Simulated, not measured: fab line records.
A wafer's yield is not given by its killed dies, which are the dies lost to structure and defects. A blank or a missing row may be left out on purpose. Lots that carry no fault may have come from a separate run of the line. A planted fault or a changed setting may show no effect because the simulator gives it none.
fab line records -- flow n5Finfet -- part 2 of 2: steps 5 to 6 of 6
record: lots: 17, wafers: 51, lastDay: 17
route steps=1938 shown FIN_SAQP@101 FIN_CUT@166
lots untouched by any fault: they come from a run of this same line in which no faults occurred
startH: hours from the record's first day to the start of the lot's first wafer shown -- waitH: time in hours since the lot's previous step -- " as in the row above -- L1.1+2: several wafers, shown together as one row -- - value missing, or start not given -- * or withheld: withheld -- < > ~ a bound
route shown NAME@n: NAME is a module with steps in the file, n the number in the route of the first one -- usual: the fault-free wafers' mean and standard deviation -- same: alike in all rows -- chamber/n: place in a boat -- sites: per-site readings -- _std_site: the values' standard deviation -- _edge_site: inner sites' mean taken away from outer sites' mean -- radiusMm: how far each site lies from the wafer's centre -- mask NAME#n: copy n -- behind: the last tool/chamber to shape the wafer -- hold: reason for holding the lot/hours on hold/outcome of the hold -- device: the transistor (n, p or np) that didn't switch -- end of line: the same wafers' tests at the end of the route -- a step given without rows: its recipe and nothing more -- killed: the dies lost at the first sort to structure and to defects; this is not the yield of the wafer -- map: the dies of a wafer, with x for killed, . for not killed, _ for no die there
set.NAME: the setting that was run; set.NAME@STEP: the one run at that earlier step -- model.NAME: the simulator's own value behind a step, which no gauge read
the route's steps for a sample of lots (tables are steps, rows are wafers)
services: when a tool's chamber went out of use (startH, in hours from the record's first day, below 0 if earlier), for how many hours, and the reason
== steps ==
step: N5_FIN_CUT_DESCUM_13
recipe: chemistry: O2, timeS: 7, sourcePowerW: 50, biasPowerW: 20, pressureMtorr: 20, rfFrequencyHz: 2.712e+07, tempC: 40, resist: CAR-EUV, o2FlowSccm: 225
usual: chamberPressureMTorr: 19.999/0.018, drypumpMotorCurrentA: 5.8/0.42, oesProductAu: 0.80/0.081, rfVppV: 243.1/1.3, showerheadPlenumPTorr: 2.10/0.071, throttleValvePct: 20.42/0.19
lot.wafer,tool,chamber,startH,waitH,chamberPressureMTorr,drypumpMotorCurrentA,oesProductAu,rfHoursCounterH,rfVppV,showerheadPlenumPTorr,throttleValvePct
L074.2,rieDiel-04,2,27.29,0.2,20.003,5.6,0.69,222,241.7,1.98,20.39
L074.3,rieDiel-04,3,27.29,0.2,19.998,5.7,0.71,202,240.9,2.00,20.62
L074.5,rieDiel-04,1,27.29,0.2,20.022,5.8,0.97,-,244.6,2.23,20.40
L076.1,rieDiel-01,2,38.65,0.0,19.957,5.2,0.87,52,242.4,2.06,20.51
L076.2,rieDiel-01,1,38.65,0.0,19.989,6.4,0.94,9,243.5,2.04,19.99
L076.5,rieDiel-01,0,38.65,0.0,20.013,6.1,0.74,-,243.7,2.17,20.42
L078.2,rieDiel-01,1,50.67,0.0,19.997,6.3,0.94,12,242.2,2.04,20.00
L078.3,rieDiel-01,3,50.67,0.0,20.011,6.0,0.82,114,242.9,2.11,20.23
L078.6,rieDiel-01,1,50.67,0.0,19.999,6.4,0.94,-,242.8,2.04,19.96
L080.2,rieDiel-01,2,62.82,0.0,19.980,5.2,0.86,58,242.3,2.05,20.52
L080.3,rieDiel-01,3,62.82,0.0,19.987,6.0,0.81,117,242.3,2.11,20.25
L080.6,rieDiel-01,3,62.82,0.0,20.005,6.0,0.82,-,242.3,2.11,20.22
L081.1,rieDiel-04,2,69.88,0.2,19.981,5.5,0.69,236,241.7,1.97,20.39
L081.3,rieDiel-04,3,69.88,0.2,20.012,5.7,0.70,215,242.0,2.00,20.64
L081.6,rieDiel-04,0,69.88,0.2,19.998,5.1,0.78,-,242.4,2.10,20.28
L082.2,rieDiel-05,2,74.98,0.0,19.990,5.3,0.83,75,244.4,2.12,20.58
L082.3,rieDiel-05,3,74.98,0.0,19.978,6.2,0.75,189,244.3,2.15,20.28
L082.5,rieDiel-05,3,74.98,0.0,20.012,6.2,0.75,-,242.6,2.15,20.30
L083.1,rieDiel-05,3,80.40,0.0,19.985,6.2,0.74,191,243.8,2.15,20.29
L083.2,rieDiel-05,1,80.40,0.0,20.022,6.1,0.83,78,242.9,2.04,20.49
L083.6,rieDiel-05,0,80.40,0.0,19.978,5.9,0.70,-,243.5,2.16,20.76
L084.2,rieDiel-01,1,87.86,0.0,19.981,6.3,0.90,24,243.5,2.04,20.01
L084.3,rieDiel-01,0,87.86,0.0,19.980,6.1,0.73,194,244.7,2.17,20.43
L084.6,rieDiel-01,2,87.86,0.0,19.994,5.1,0.85,-,243.0,2.05,20.54
L087.3,rieDiel-05,1,108.88,0.0,20.016,6.1,0.81,86,241.1,2.04,20.50
L087.4,rieDiel-05,2,108.88,0.0,20.019,5.3,0.81,84,244.9,2.12,20.59
L087.5,rieDiel-05,1,108.88,0.0,20.011,6.1,0.81,-,243.3,2.04,20.51
L088.1,rieDiel-04,2,110.40,0.0,19.993,5.6,0.67,247,240.6,1.97,20.43
L088.4,rieDiel-04,3,110.40,0.0,20.030,5.7,0.69,226,242.4,2.00,20.66
L088.5,rieDiel-04,3,110.40,0.0,20.006,5.7,0.69,-,241.8,2.00,20.65
L089.1,rieDiel-01,2,117.60,0.0,19.986,5.2,0.84,75,242.7,2.05,20.55
L089.2,rieDiel-01,1,117.60,0.0,19.981,6.3,0.89,33,242.9,2.03,20.02
L089.6,rieDiel-01,1,117.60,0.0,20.006,6.3,0.89,-,241.4,2.03,20.01
L090.3,rieDiel-04,3,123.81,0.0,19.994,5.7,0.69,231,242.7,1.99,20.67
L090.4,rieDiel-04,3,123.81,0.0,20.025,5.7,0.69,-,244.1,1.99,20.66
L090.5,rieDiel-04,0,123.81,0.0,20.029,5.1,0.79,-,243.5,2.09,20.29
L092.1,rieDiel-04,0,134.21,0.0,19.991,5.1,0.78,142,243.0,2.09,20.29
L092.2,rieDiel-04,1,134.21,0.0,20.018,5.9,0.89,33,246.1,2.22,20.46
L092.5,rieDiel-04,1,134.21,0.0,20.016,5.9,0.88,-,245.9,2.22,20.43
L093.1,rieDiel-05,2,141.67,0.2,19.999,5.3,0.80,96,243.6,2.12,20.62
L093.2,rieDiel-05,3,141.67,0.2,19.985,6.2,0.73,211,243.1,2.14,20.31
L093.5,rieDiel-05,2,141.67,0.2,20.010,5.3,0.80,-,243.6,2.12,20.61
L094.1,rieDiel-04,3,146.29,0.0,19.995,5.7,0.68,240,241.9,1.99,20.67
L094.2,rieDiel-04,1,146.29,0.0,19.980,5.9,0.87,38,244.9,2.22,20.46
L094.4,rieDiel-04,2,146.29,0.0,19.992,5.6,0.98,1,244.0,2.23,20.02
L095.1,rieDiel-01,1,152.60,0.0,19.976,6.3,0.86,47,241.7,2.03,20.05
L095.3,rieDiel-01,2,152.60,0.0,19.990,5.2,0.82,89,243.4,2.04,20.57
L095.6,rieDiel-01,1,152.60,0.0,20.022,6.3,0.85,-,241.4,2.03,20.02
L096.2,rieDiel-05,1,158.46,0.2,19.982,6.1,0.79,101,241.4,2.03,20.53
L096.5,rieDiel-05,1,158.46,0.2,20.028,6.1,0.79,-,241.8,2.03,20.53
L096.6,rieDiel-05,0,158.46,0.2,19.965,5.9,0.99,-,243.2,2.16,20.44
step: N5_FIN_CUT_ETCH_20
recipe: chemistry: CF4, target: SiARC, targetDepthA: 260, maskMaterial: CAR-EUV, timeS: 43.3, ionEnergyEv: 80, pressureMtorr: 40, sourceW: 545, biasW: 36, Ar_flow_sccm: 100, cf4FlowSccm: 100, ends: cleared
usual: chamberPressureMTorr: 40.00/0.035, drypumpMotorCurrentA: 5.8/0.41, etchRfOnTimeS: 43.1/1.1, oesProductAu: 0.68/0.07, rfVppV: 184.1/1.3, showerheadPlenumPTorr: 2.15/0.07, throttleValvePct: 15.59/0.15
lot.wafer,tool,chamber,startH,waitH,chamberPressureMTorr,drypumpMotorCurrentA,etchRfOnTimeS,oesProductAu,rfHoursCounterH,rfVppV,showerheadPlenumPTorr,throttleValvePct
L074.2,rieDiel-04,2,27.34,0.0,40.02,5.6,43.9,0.59,222,182.9,2.04,15.71
L074.3,rieDiel-04,3,27.34,0.0,40.00,5.7,43.9,0.60,202,182.2,2.04,15.69
L074.5,rieDiel-04,1,27.34,0.0,39.95,5.8,41.8,0.84,-,185.0,2.28,15.49
L076.1,rieDiel-01,2,38.70,0.0,40.00,5.2,43.3,0.74,52,182.0,2.10,15.57
L076.2,rieDiel-01,1,38.70,0.0,39.96,6.3,43.3,0.80,9,184.3,2.12,15.24
L076.5,rieDiel-01,0,38.70,0.0,40.01,6.0,42.8,0.63,-,183.6,2.21,15.52
L078.2,rieDiel-01,1,50.72,0.0,40.01,6.3,43.4,0.79,12,183.8,2.12,15.26
L078.3,rieDiel-01,3,50.72,0.0,40.09,6.0,43.5,0.68,114,183.0,2.16,15.49
L078.6,rieDiel-01,1,50.72,0.0,39.98,6.3,44.0,0.79,-,183.5,2.12,15.24
L080.2,rieDiel-01,2,62.88,0.0,39.99,5.2,43.3,0.73,58,183.9,2.10,15.58
L080.3,rieDiel-01,3,62.88,0.0,40.05,6.0,44.0,0.68,117,183.4,2.16,15.48
L080.6,rieDiel-01,3,62.88,0.0,40.01,6.0,43.5,0.68,-,184.4,2.16,15.50
L081.1,rieDiel-04,2,69.93,0.0,40.02,5.6,44.2,0.58,236,182.8,2.04,15.73
L081.3,rieDiel-04,3,69.93,0.0,40.00,5.7,43.5,0.60,215,182.0,2.03,15.73
L081.6,rieDiel-04,0,69.93,0.0,39.97,5.1,41.5,0.69,-,184.8,2.15,15.48
L082.2,rieDiel-05,2,75.03,0.0,39.97,5.3,43.7,0.70,75,184.5,2.16,15.67
L082.3,rieDiel-05,3,75.03,0.0,39.93,6.2,42.5,0.64,189,186.8,2.21,15.65
L082.5,rieDiel-05,3,75.03,0.0,40.07,6.2,42.6,0.63,-,184.7,2.21,15.66
L083.1,rieDiel-05,3,80.45,0.0,39.94,6.2,41.9,0.64,191,185.3,2.21,15.66
L083.2,rieDiel-05,1,80.45,0.0,40.05,6.1,42.4,0.71,78,183.7,2.10,15.65
L083.6,rieDiel-05,0,80.45,0.0,39.99,5.9,45.7,0.58,-,184.4,2.20,15.89
L084.2,rieDiel-01,1,87.92,0.0,40.01,6.3,43.1,0.76,24,185.2,2.11,15.27
L084.3,rieDiel-01,0,87.92,0.0,40.02,6.0,42.6,0.63,194,185.2,2.20,15.56
L084.6,rieDiel-01,2,87.92,0.0,40.03,5.1,43.0,0.72,-,183.6,2.10,15.61
L087.3,rieDiel-05,1,108.94,0.0,40.01,6.1,42.9,0.70,86,184.8,2.09,15.66
L087.4,rieDiel-05,2,108.94,0.0,40.03,5.3,43.3,0.70,85,184.6,2.16,15.71
L087.5,rieDiel-05,1,108.94,0.0,40.02,6.1,42.9,0.70,-,182.9,2.09,15.67
L088.1,rieDiel-04,2,110.45,0.0,40.03,5.5,44.6,0.57,247,182.1,2.03,15.76
L088.4,rieDiel-04,3,110.45,0.0,39.95,5.7,44.3,0.59,226,182.4,2.03,15.74
L088.5,rieDiel-04,3,110.45,0.0,40.06,5.7,44.3,0.59,-,182.5,2.03,15.75
L089.1,rieDiel-01,2,117.65,0.0,40.04,5.1,43.2,0.71,75,184.1,2.09,15.64
L089.2,rieDiel-01,1,117.65,0.0,40.04,6.3,43.5,0.75,33,182.6,2.11,15.29
L089.6,rieDiel-01,1,117.65,0.0,40.01,6.3,43.2,0.75,-,183.8,2.11,15.29
L090.3,rieDiel-04,3,123.86,0.0,40.02,5.7,44.2,0.59,231,183.7,2.03,15.76
L090.4,rieDiel-04,3,123.86,0.0,40.01,5.7,44.0,0.59,-,182.5,2.03,15.76
L090.5,rieDiel-04,0,123.86,0.0,39.96,5.1,41.5,0.67,-,184.7,2.14,15.51
L092.1,rieDiel-04,0,134.26,0.0,40.07,5.1,41.4,0.67,142,186.2,2.14,15.52
L092.2,rieDiel-04,1,134.26,0.0,39.96,5.8,42.1,0.76,33,185.1,2.27,15.56
L092.5,rieDiel-04,1,134.26,0.0,39.97,5.9,42.0,0.76,-,187.4,2.27,15.58
L093.1,rieDiel-05,2,141.72,0.0,39.96,5.3,43.2,0.69,96,183.8,2.15,15.72
L093.2,rieDiel-05,3,141.72,0.0,40.02,6.2,42.0,0.63,211,185.0,2.21,15.72
L093.5,rieDiel-05,2,141.72,0.0,40.02,5.3,43.0,0.68,-,185.3,2.15,15.72
L094.1,rieDiel-04,3,146.34,0.0,40.03,5.7,43.3,0.59,240,182.0,2.03,15.78
L094.2,rieDiel-04,1,146.34,0.0,39.94,5.9,41.3,0.76,38,186.9,2.27,15.57
L094.4,rieDiel-04,2,146.34,0.0,39.98,5.6,42.6,0.83,1,187.6,2.29,15.26
L095.1,rieDiel-01,1,152.65,0.0,40.00,6.3,43.4,0.73,47,182.3,2.11,15.33
L095.3,rieDiel-01,2,152.65,0.0,39.98,5.2,43.3,0.71,89,183.4,2.09,15.66
L095.6,rieDiel-01,1,152.65,0.0,39.94,6.3,43.8,0.73,-,182.7,2.11,15.32
L096.2,rieDiel-05,1,158.51,0.0,39.99,6.2,42.4,0.69,101,183.6,2.09,15.71
L096.5,rieDiel-05,1,158.51,0.0,40.04,6.1,42.3,0.68,-,182.6,2.09,15.70
L096.6,rieDiel-05,0,158.51,0.0,39.97,5.9,44.7,0.81,-,184.5,2.19,15.45
== services ==
tool,chamber,startH,hours,kind
rieDiel-03,3,7.82,-,clean
rieDiel-03,3,7.82,-,consumableReplace:focusRing
rieDiel-03,3,7.82,-,consumableReplace:showerhead
rieDiel-03,3,7.82,21.3,scheduledDown
rieDiel-03,3,7.82,21.3,ventCycle
rieDiel-05,3,36.92,2.7,repair
rieDiel-04,1,56.27,4.2,repair
rieDiel-02,-,58.78,1.6,repair
rieDiel-05,-,60.59,0.6,repair
rieDiel-02,2,69.19,10.5,repair
rieDiel-04,0,80.56,7.8,repair
rieDiel-01,-,98.51,2.8,pm
rieDiel-01,3,111.79,13.2,repair
rieDiel-06,3,119.33,22.6,repair
rieDiel-04,2,120.94,-,clean
rieDiel-04,2,120.94,-,consumableReplace:focusRing
rieDiel-04,2,120.94,-,consumableReplace:showerhead
rieDiel-04,2,120.94,23.6,scheduledDown
rieDiel-04,2,120.94,23.6,ventCycle
rieDiel-05,0,123.19,-,clean
rieDiel-01,0,123.46,131.8,repair
rieDiel-05,1,126.84,5.4,repair
rieDiel-02,1,146.47,3.9,repair
rieDiel-01,3,154.67,14.1,repair
